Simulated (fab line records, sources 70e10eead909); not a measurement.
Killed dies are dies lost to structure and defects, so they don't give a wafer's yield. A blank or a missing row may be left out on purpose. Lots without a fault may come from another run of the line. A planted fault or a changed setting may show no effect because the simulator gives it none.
fab line records | flow nand_harc
record lots=5 wafers=15 last_day=33
route steps=1302 shown A_SLIT@930
lots that met no fault: from a run of the same line without faults
start_h: hours from the record's first day to the start of the lot's first wafer shown | wait_h: hours since the lot's step before | " the same as in the row above | L1.1+2: a row that stands for several wafers | - no value, or no start given | * or withheld: withheld | < > ~ a bound
route shown NAME@n: a module of which the file shows steps, and the number in the route of the first | usual: mean/standard deviation of fault-free wafers | same: alike in all rows | chamber/n: place in a boat | sites: the reading at each site | _std_site: their standard deviation | _edge_site: outer sites' mean less inner sites' | radius_mm: how far each site lies from the wafer's centre | mask NAME#n: copy n | behind: the tool/chamber that last shaped the wafer | hold: why the lot was held/for how many hours/how that ended | device: the transistor (n, p or np) that didn't switch | end of line: the same wafers' tests at the end of the route | a step without rows: its recipe alone | killed: dies lost to structure and defects at the first sort, not the wafer's yield | map: a wafer's dies, x killed, . not, _ none there
set.NAME: the setting as run; set.NAME@STEP: as run at that earlier step | model.NAME: the simulator's own value behind a step, which no gauge read
lots at some steps of the route; a table a step, a row a wafer
services: from which hour (start_h, from the record's first day; less than 0 if before it) a tool's chamber was out of use, for how many hours, and why
## steps
# step NHARC_A_SLIT_EXPOSE_06
# recipe na=1.35 dose_mj=60.82 mask_id=SLIT
# step NHARC_A_SLIT_PEB_07
# recipe peb_temp_c=100 peb_time_s=65
# step NHARC_A_SLIT_DEVELOP_08
# recipe develop_time_s=35 dev_temp_c=23
# step NHARC_A_SLIT_CD_MEAS_09
# recipe target_cd_nm=300 landing_energy_ev=500
# usual cd_nm=300.0/0.53
# columns lot.wafer tool chamber start_h wait_h cd_nm
L257.3 cd_sem-01 0 468.58 - 299.5
L257.4 " 0 " " 300.4
L257.6 " 0 " " 299.0
L263.2 cd_sem-02 0 529.34 - 299.8
L263.3 " 0 " " 299.7
L263.6 " 0 " " 300.1
L267.1 cd_sem-03 0 561.04 - 300.0
L267.4 " 0 " " 299.7
L267.5 " 0 " " 300.3
L277.1 cd_sem-02 0 671.89 - 300.4
L277.3 " 0 " " 300.3
L277.5 " 0 " " 300.1
L278.3 cd_sem-03 0 683.80 - 300.2
L278.4 " 0 " " 299.7
L278.6 " 0 " " 300.5
# step NHARC_A_SLIT_OVL_MEAS_10
# usual overlay_x_nm=0.3/1 overlay_y_nm=-0.2/0.91
# columns lot.wafer tool chamber start_h wait_h overlay_x_nm overlay_y_nm
L257.3 overlay-01 - 468.66 - -0.2 0.9
L257.4 " - " " -0.4 0.9
L257.6 " - " " -0.4 0.6
L263.2 overlay-02 - 529.42 - 0.7 -1.1
L263.3 " - " " 0.4 -1.4
L263.6 " - " " 0.6 -1.1
L267.1 overlay-02 - 561.13 - 0.2 -0.3
L267.4 " - " " 0.3 -0.3
L267.5 " - " " 0.1 -0.4
L277.1 overlay-02 - 671.98 - 1.6 0.9
L277.3 " - " " 2.2 1.3
L277.5 " - " " 1.2 0.6
L278.3 overlay-02 - 683.88 - 0.7 1.0
L278.4 " - " " 0.8 1.3
L278.6 " - " " 1.0 1.2
# step NHARC_A_SLIT_INSPECT_11
# usual raw_defect_count=53/29
# columns lot.wafer tool chamber start_h wait_h raw_defect_count
L257.3 defect_inspect-02 - 468.70 0.0 124
L257.4 " - " " 114
L257.6 " - " " 113
L263.2 defect_inspect-01 - 529.46 0.0 83
L263.3 " - " " 92
L263.6 " - " " 78
L267.1 defect_inspect-01 - 561.17 0.0 92
L267.4 " - " " 97
L267.5 " - " " 85
L277.1 defect_inspect-01 - 672.02 0.0 15
L277.3 " - " " 10
L277.5 " - " " 16
L278.3 defect_inspect-01 - 683.92 0.0 5
L278.4 " - " " 10
L278.6 " - " " 16
# step NHARC_A_SLIT_DESCUM_14
# recipe time_s=3 o2_flow_sccm=200 ar_flow_sccm=0 bias_power_w=0 chemistry=O2
# usual drypump_motor_current_A=5.6/0.37 mfc_ar_sccm=0.008/0.009 o2_flow_sccm=200.0/0.58 oes_product_au=0.997/0.0094 rf_vpp_V=57.9/0.85 showerhead_plenum_p_Torr=1.93/0.078 throttle_valve_pct=11.311/0.0094
# same time_s=3
# columns lot.wafer tool chamber start_h wait_h drypump_motor_current_A mfc_ar_sccm o2_flow_sccm oes_product_au rf_hours_counter_h rf_vpp_V showerhead_plenum_p_Torr throttle_valve_pct
L257.3 rie_diel-03 2 468.76 0.1 6.3 0.006 201.2 0.992 0 58.5 1.93 11.304
L257.4 " 1 " " 6.0 0 199.3 0.984 0 58.2 1.82 11.311
L257.6 " 3 " " 5.3 0 199.1 0.993 - 57.9 1.94 11.306
L263.2 rie_diel-03 0 529.53 0.1 5.2 0.011 200.5 0.997 3 58.5 2.01 11.321
L263.3 " 1 " " 6.1 0 200.7 1.005 4 56.4 1.82 11.323
L263.6 " 3 " " 5.3 0 200.3 1.007 - 57.8 1.94 11.318
L267.4 rie_diel-02 0 561.23 0.1 5.5 0.030 199.3 1.004 8 56.1 1.81 11.320
L267.1 " 2 " " 5.3 0.004 199.7 0.993 6 58.0 1.82 11.316
L267.5 " 1 " " 5.7 0.012 200.9 0.997 - 57.9 1.97 11.332
L277.1 rie_diel-03 3 672.09 0.1 5.3 0 200.7 0.998 1 58.3 1.94 11.306
L277.3 " 0 " " 5.2 0.011 200.0 1.001 1 57.1 2.01 11.294
L277.5 " 2 " " 6.3 0.006 200.0 0.997 - 58.2 1.93 11.300
L278.4 rie_diel-05 3 683.98 0.1 6.2 0 200.4 1.001 5 59.3 1.97 11.310
L278.3 " 2 " " 5.6 0 200.5 1.007 5 57.6 1.84 11.294
L278.6 " 0 " " 5.2 0.017 199.9 1.003 - 57.3 2.03 11.298
# step NHARC_A_SLIT_ETCH_24
# recipe target_depth_a=1210 time_s=60.5 cf4_flow_sccm=100 chf3_flow_sccm=30 ar_flow_sccm=0 rf_w=500 bias_w=200 chemistry=CF4/CHF3
# usual drypump_motor_current_A=5.6/0.39 mfc_ar_sccm=0.007/0.0088 oes_product_au=0.959/0.019 rf_vpp_V=371.1/2.2 run_length_s=81.7/0.45 showerhead_plenum_p_Torr=1.59/0.06 throttle_valve_pct=16.802/0.01
# same time_s=60.5
# columns lot.wafer tool chamber start_h wait_h drypump_motor_current_A mfc_ar_sccm oes_product_au rf_hours_counter_h rf_vpp_V run_length_s showerhead_plenum_p_Torr throttle_valve_pct
L257.4 rie_diel-03 1 468.85 0.1 6.0 0 0.976 0 367.2 82.1 1.50 16.812
L257.3 " 3 " " 5.3 0 0.954 0 370.6 81.7 1.59 16.811
L257.6 " 0 " " 5.2 0.011 0.969 - 372.9 82.2 1.65 16.792
L263.2 rie_diel-03 0 529.61 0.1 5.2 0.011 0.942 3 373.8 82.5 1.65 16.802
L263.3 " 2 " " 6.3 0.006 0.970 4 372.0 81.8 1.59 16.784
L263.6 " 3 " " 5.3 0 0.957 - 369.3 81.4 1.59 16.817
L267.4 rie_diel-02 1 561.32 0.1 5.7 0.012 0.927 8 372.3 82.4 1.62 16.836
L267.1 " 3 " " 5.2 0.013 0.914 8 371.2 82.0 1.62 16.802
L267.5 " 2 " " 5.3 0.004 0.935 - 368.7 81.8 1.50 16.799
L277.1 rie_diel-03 0 672.17 0.1 5.2 0.011 0.963 1 372.9 82.2 1.65 16.809
L277.3 " 1 " " 6.0 0 0.943 1 367.8 82.0 1.50 16.811
L277.5 " 3 " " 5.3 0 0.971 - 371.6 81.5 1.59 16.812
L278.4 rie_diel-05 3 684.07 0.1 6.2 0 0.955 5 370.4 82.0 1.62 16.794
L278.3 " 1 " " 5.4 0 0.959 5 371.8 81.4 1.63 16.810
L278.6 " 2 " " 5.6 0 0.972 - 367.8 81.1 1.52 16.785
# step NHARC_A_SLIT_ETCH_15
# recipe target_depth_a=62000 over_etch_frac=0.3 time_s=1612 ion_energy_ev=150 o2_flow_sccm=400 cos_flow_sccm=20 ar_flow_sccm=0 rf_w=500 bias_w=300 chemistry=O2/COS
# usual drypump_motor_current_A=5.6/0.36 mfc_ar_sccm=0.008/0.0092 o2_flow_sccm=399.9/1.3 oes_product_au=0.998/0.01 rf_vpp_V=314.5/1.9 run_length_s=1633.2/0.44 showerhead_plenum_p_Torr=3.15/0.12 throttle_valve_pct=28.331/0.0091
# same time_s=1612
# columns lot.wafer tool chamber start_h wait_h drypump_motor_current_A mfc_ar_sccm o2_flow_sccm oes_product_au rf_hours_counter_h rf_vpp_V run_length_s showerhead_plenum_p_Torr throttle_valve_pct
L257.3 rie_diel-03 0 - - 5.2 0.011 399.2 0.983 0 315.0 1633.8 3.28 28.331
L257.4 " 2 " " 6.3 0.006 398.9 0.996 0 314.3 1633.1 3.15 28.331
L257.6 " 1 " " 6.0 0 399.1 0.982 - 310.7 1634.1 2.99 28.329
L263.2 rie_diel-03 0 - - 5.2 0.011 398.5 0.988 3 316.9 1634.0 3.27 28.335
L263.3 " 1 " " 6.0 0 400.9 0.997 4 312.2 1633.4 2.98 28.335
L263.6 " 0 " " 5.2 0.011 400.7 0.996 - 315.6 1633.8 3.27 28.324
L267.4 rie_diel-02 0 - - 5.5 0.030 400.5 1.015 8 313.0 1632.3 2.97 28.334
L267.1 " 3 " " 5.2 0.013 398.5 1.003 9 314.5 1633.9 3.20 28.342
L267.5 " 1 " " 5.7 0.012 399.8 1.010 - 317.1 1633.4 3.21 28.317
L277.1 rie_diel-03 3 - - 5.3 0 401.9 0.998 1 315.0 1632.9 3.16 28.332
L277.3 " 0 " " 5.2 0.011 401.1 0.997 1 316.8 1633.5 3.27 28.327
L277.5 " 1 " " 6.1 0 398.8 1.000 - 312.1 1633.8 2.98 28.328
L278.4 rie_diel-05 2 - - 5.6 0 398.4 1.011 6 312.0 1632.7 3.01 28.332
L278.3 " 3 " " 6.2 0 397.0 1.000 6 315.3 1633.1 3.21 28.323
L278.6 " 1 " " 5.5 0 400.1 1.000 - 315.4 1632.9 3.23 28.333
# step NHARC_A_SLIT_ETCH_17
# recipe bias_v=900 source_w=withheld pressure_mtorr=20 ar_flow_sccm=375 c4f8_flow_sccm=83.3 o2_flow_sccm=41.7 time_s=4254.5 target_depth_a=2.03e+05 chemistry=C4F8/O2/Ar
# usual c4f8_flow_sccm=83.27/0.24 drypump_motor_current_A=5.57/0.11 mfc_ar_sccm=375.1/1.2 o2_flow_sccm=41.71/0.13 oes_air_line_au=1.003/0.022 run_length_s=4194.5/3.9e-11 showerhead_plenum_p_Torr=3.65/0.14 throttle_valve_pct=32.045/0.0085
# same time_s=4254.5
# columns lot.wafer tool chamber start_h wait_h c4f8_flow_sccm drypump_motor_current_A mfc_ar_sccm o2_flow_sccm oes_air_line_au rf_hours_counter_h run_length_s showerhead_plenum_p_Torr throttle_valve_pct
L257.4 har_etch-01 0 471.20 - 83.81 5.74 376.4 41.76 0.976 - 4194.5 3.54 32.052
L257.3 " 1 " " 83.22 5.47 376.2 41.88 0.980 - 4194.5 3.65 32.043
L257.6 " 1 472.99 - 83.45 5.48 375.5 41.93 0.988 - 4194.5 3.65 32.036
L263.2 har_etch-02 1 532.04 - 83.44 5.50 372.9 41.83 1.000 81 4194.5 3.89 32.039
L263.3 " 0 " " 83.09 5.59 376.1 41.38 1.037 - 4194.5 3.60 32.051
L263.6 " 0 533.86 - 83.14 5.60 375.4 41.75 1.004 - 4194.5 3.60 32.038
L267.1 har_etch-02 0 563.09 - 83.30 5.63 373.9 41.85 1.002 96 4194.5 3.60 32.054
L267.4 " 0 564.30 - 83.39 5.63 373.1 41.62 1.012 - 4194.5 3.60 32.037
L267.5 " 1 " " 83.11 5.50 375.7 41.54 1.025 - 4194.5 3.89 32.048
L277.1 har_etch-02 1 673.34 - 82.98 5.45 377.0 41.69 1.018 157 4194.5 3.85 32.047
L277.3 " 1 674.52 - 83.23 5.46 375.3 41.73 1.020 - 4194.5 3.85 32.049
L277.5 " 0 676.31 - 83.27 5.61 373.0 41.84 1.001 - 4194.5 3.56 32.063
L278.3 har_etch-01 1 686.45 - 83.16 5.43 374.2 41.74 1.040 - 4194.5 3.58 32.053
L278.4 " 0 " " 82.67 5.67 375.5 41.72 1.013 - 4194.5 3.47 32.039
L278.6 " 1 " " 83.22 5.45 375.1 41.58 1.035 - 4194.5 3.58 32.039
# step NHARC_A_SLIT_ETCH_26
# recipe bias_v=400 source_w=2000 pressure_mtorr=25 time_s=90 ar_flow_sccm=375 c4f8_flow_sccm=41.7 o2_flow_sccm=83.3 target_depth_a=4000 chemistry=C4F8/O2/Ar
# usual bias_v=400/3.8 c4f8_flow_sccm=41.69/0.12 drypump_motor_current_A=5.58/0.11 mfc_ar_sccm=375.0/1.3 o2_flow_sccm=83.32/0.26 oes_air_line_au=1.002/0.021 run_length_s=121.3/0.5 showerhead_plenum_p_Torr=3.68/0.14 throttle_valve_pct=27.619/0.0093
# same time_s=90
# columns lot.wafer tool chamber start_h wait_h bias_v c4f8_flow_sccm drypump_motor_current_A mfc_ar_sccm o2_flow_sccm oes_air_line_au rf_hours_counter_h run_length_s showerhead_plenum_p_Torr throttle_valve_pct
L257.4 har_etch-01 0 473.64 1.8 399 41.68 5.72 377.0 83.11 0.983 - 121.7 3.57 27.608
L257.3 " 1 " " 396 41.42 5.45 373.1 83.52 1.023 - 122.0 3.68 27.624
L257.6 " 1 " " 398 41.45 5.45 375.6 83.67 1.016 - 121.9 3.68 27.622
L263.2 har_etch-02 1 535.11 2.5 399 41.62 5.48 373.6 83.71 0.937 84 120.8 3.93 27.621
L263.3 " 0 " " 400 41.69 5.62 374.1 83.43 0.974 - 120.6 3.63 27.615
L263.6 " 0 " " 398 41.60 5.63 375.0 83.34 0.981 - 121.3 3.63 27.616
L267.1 har_etch-02 0 566.14 2.4 402 41.62 5.63 373.8 83.49 0.970 99 120.8 3.62 27.623
L267.4 " 0 " " 399 41.60 5.61 375.2 83.23 0.972 - 120.6 3.62 27.622
L267.5 " 1 " " 398 41.65 5.51 373.8 82.95 1.007 - 121.4 3.92 27.646
L277.1 har_etch-02 1 676.90 3.0 404 41.62 5.51 374.9 83.41 0.995 160 120.9 3.89 27.631
L277.3 " 1 " " 405 41.65 5.51 374.7 83.31 0.995 - 121.2 3.89 27.625
L277.5 " 0 " " 402 41.69 5.62 376.1 82.96 0.980 - 120.8 3.59 27.615
L278.3 har_etch-01 1 688.98 1.9 405 41.86 5.50 373.7 83.79 0.990 - 121.4 3.61 27.625
L278.4 " 0 " " 403 41.44 5.75 376.0 83.40 1.046 - 121.4 3.50 27.618
L278.6 " 1 " " 400 41.55 5.46 374.8 83.54 0.993 - 122.3 3.61 27.622
# step NHARC_A_SLIT_STRIP_28
# recipe o2_flow_sccm=400 cos_flow_sccm=20 ar_flow_sccm=0 bias_w=0 chemistry=O2/COS
# step NHARC_A_SLIT_ETCH_29
# recipe target_depth_a=1000 overetch_a=100 time_s=55 ion_energy_ev=100 cf4_flow_sccm=80 o2_flow_sccm=20 ar_flow_sccm=0 rf_w=300 bias_w=100 chemistry=CF4/O2
# usual drypump_motor_current_A=5.6/0.39 mfc_ar_sccm=0.008/0.0092 o2_flow_sccm=20.00/0.062 oes_product_au=0.997/0.0094 rf_vpp_V=197.7/1.3 run_length_s=76.2/0.45 showerhead_plenum_p_Torr=1.34/0.052 throttle_valve_pct=13.395/0.0096
# columns lot.wafer tool chamber start_h wait_h drypump_motor_current_A mfc_ar_sccm o2_flow_sccm oes_product_au rf_hours_counter_h rf_vpp_V run_length_s showerhead_plenum_p_Torr throttle_valve_pct
L257.3 rie_diel-03 0 474.47 0.1 5.2 0.011 20.05 0.985 1.1 200.3 76.7 1.40 13.378
L257.4 " 3 " " 5.3 0 19.91 0.993 0.6 197.4 76.2 1.35 13.402
L257.6 " 1 " " 6.0 0 20.06 0.994 - 197.1 76.6 1.27 13.395
L263.2 rie_diel-05 1 535.97 0.1 5.4 0 20.01 0.996 10.0 198.9 76.0 1.38 13.402
L263.3 " 2 " " 5.6 0 20.01 1.009 9.6 196.9 76.2 1.29 13.383
L263.6 " 3 " " 6.2 0 19.97 1.000 - 198.9 76.0 1.38 13.388
L267.1 rie_diel-03 3 567.00 0.1 5.3 0 19.96 1.005 5.4 199.4 76.2 1.35 13.405
L267.4 " 1 " " 6.1 0 19.90 0.985 5.9 194.7 67.6 1.27 13.389
L267.5 " 3 " " 5.3 0 19.96 1.001 - 197.8 76.0 1.35 13.418
L277.1 rie_diel-05 2 677.79 0.1 5.6 0 20.04 1.007 5.2 196.1 75.5 1.28 13.398
L277.3 " 3 " " 6.2 0 19.98 1.008 5.3 197.4 76.1 1.37 13.391
L277.5 " 2 " " 5.6 0 20.00 1.010 - 195.7 75.5 1.28 13.395
L278.3 rie_diel-05 2 689.82 0.1 5.6 0 19.98 0.995 5.9 196.5 75.9 1.28 13.397
L278.4 " 2 " " 5.6 0 19.95 0.987 - 196.2 75.8 1.28 13.395
L278.6 " 3 " " 6.2 0 19.95 0.985 - 198.2 76.1 1.37 13.392
# step NHARC_A_SLIT_STRIP_18
# recipe o2_flow_sccm=500 ar_flow_sccm=0 bias_w=0 chemistry=O2
## services
# columns tool chamber start_h hours kind
rie_diel-03 - 458.30 9.0 pm
rie_diel-03 0 458.30 9.0 vent_cycle
rie_diel-03 1 458.30 9.0 vent_cycle
rie_diel-03 2 458.30 9.0 vent_cycle
rie_diel-03 3 458.30 9.0 vent_cycle
rie_diel-03 0 467.30 - clean
rie_diel-03 1 467.30 - clean
rie_diel-03 2 467.30 - clean
rie_diel-03 3 467.30 - clean
rie_diel-03 1 490.82 4.0 repair
rie_diel-03 0 491.80 - clean
rie_diel-03 2 491.80 - clean
rie_diel-03 0 493.46 19.7 repair
rie_diel-02 0 499.35 2.9 repair
rie_diel-02 - 570.70 9.0 pm
rie_diel-05 - 583.71 9.0 pm
rie_diel-05 1 604.97 10.2 repair
har_etch-02 - 627.04 9.2 repair
rie_diel-02 1 630.97 1.3 repair
rie_diel-03 - 635.30 9.0 pm
rie_diel-05 0 642.62 6.6 repair
rie_diel-02 3 677.01 5.1 repair
rie_diel-03 0 680.95 10.2 repair
rie_diel-05 1 689.68 5.4 repair
## key
first_sign step=NHARC_A_SLIT_ETCH_29 reading=run_length_s direction=down sigmas=19 usual=* struck=*
effect none on later readings
met_at NHARC_A_SLIT_ETCH_29
struck_wafers L267.4
later_rows_left_out L267.4
sort_left_out L267.4
tester_left_out L267
onset_between 474.47 567.00
fault kind=process_parameter_drift tool=rie_diel-03 chamber=- onset_h=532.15 steps=NHARC_A_SLIT_ETCH_29 channel=time_s offset=* shape=step end_h=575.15 scope=struck_wafers_only acts_in=* stated=*
# tester_left_out: of these lots the tester's yield and bins aren't shown, on N5 and GAA mostly nor the transistor test; their killed dies are dies lost to structure and defects alone, not to doping, threshold or leakage, so they don't give the yield
# sort_left_out: the simulated sort isn't trusted on such a fault, so these wafers' sort isn't shown, and their yield isn't known
# later_rows_left_out: the simulator's readings of these wafers behind a module that went badly wrong aren't trusted and aren't shown, but for the sort
